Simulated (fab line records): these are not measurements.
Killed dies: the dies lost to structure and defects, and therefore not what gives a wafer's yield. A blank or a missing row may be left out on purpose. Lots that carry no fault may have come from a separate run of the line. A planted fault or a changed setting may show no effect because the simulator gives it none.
Matching of chambers + flow n5 finfet + cvd co-01 running N5_BEOL_M0_PRE_CLEAN_131: 3 sister chambers
The step time 15 s. 3 wafers are shown with their chamber, then 10 later ones without.

## WAFERS, EACH WITH ITS CHAMBER
| wafer  | chamber | heater power w (W) |
|--------|---------|--------------------|
| L083.1 | 0       | 90                 |
| L084.2 | 1       | 133                |
| L084.4 | 2       | 101                |

## WAFERS WITHOUT THEIR CHAMBER
| wafer  | heater power w (W) |
|--------|--------------------|
| L084.5 | 136                |
| L090.2 | 105                |
| L090.5 | 134                |
| L090.6 | 89                 |
| L092.1 | 105                |
| L092.2 | 137                |
| L092.5 | 137                |
| L093.3 | 136                |
| L093.4 | 105                |
| L093.6 | 88                 |

## EACH ONE'S CHAMBER
| wafer  | from the rows above | in truth |
|--------|---------------------|----------|
| L084.5 | 1                   | 1        |
| L090.2 | 2                   | 2        |
| L090.5 | 1                   | 1        |
| L090.6 | 0                   | 0        |
| L092.1 | 2                   | 2        |
| L092.2 | 1                   | 1        |
| L092.5 | 1                   | 1        |
| L093.3 | 1                   | 1        |
| L093.4 | 2                   | 2        |
| L093.6 | 0                   | 0        |
10 of 10 placed correctly. Not placeable from these rows: 0. Number placed wrongly: 0.
How it was worked out, from the rows above alone: a wafer's distance from a chamber is the root of the sum, over the readings, of the square of ((its reading less the chamber's mean) divided by the reading's scatter). If the next closest chamber is less than 2 further off than the closest, the wafer can't be placed; otherwise it belongs to the closest. Each chamber's mean is taken over the wafers shown for it. The scatter: with one shown wafer a chamber, the root of the mean of the squares of how far each hidden wafer lies from its nearest shown one.
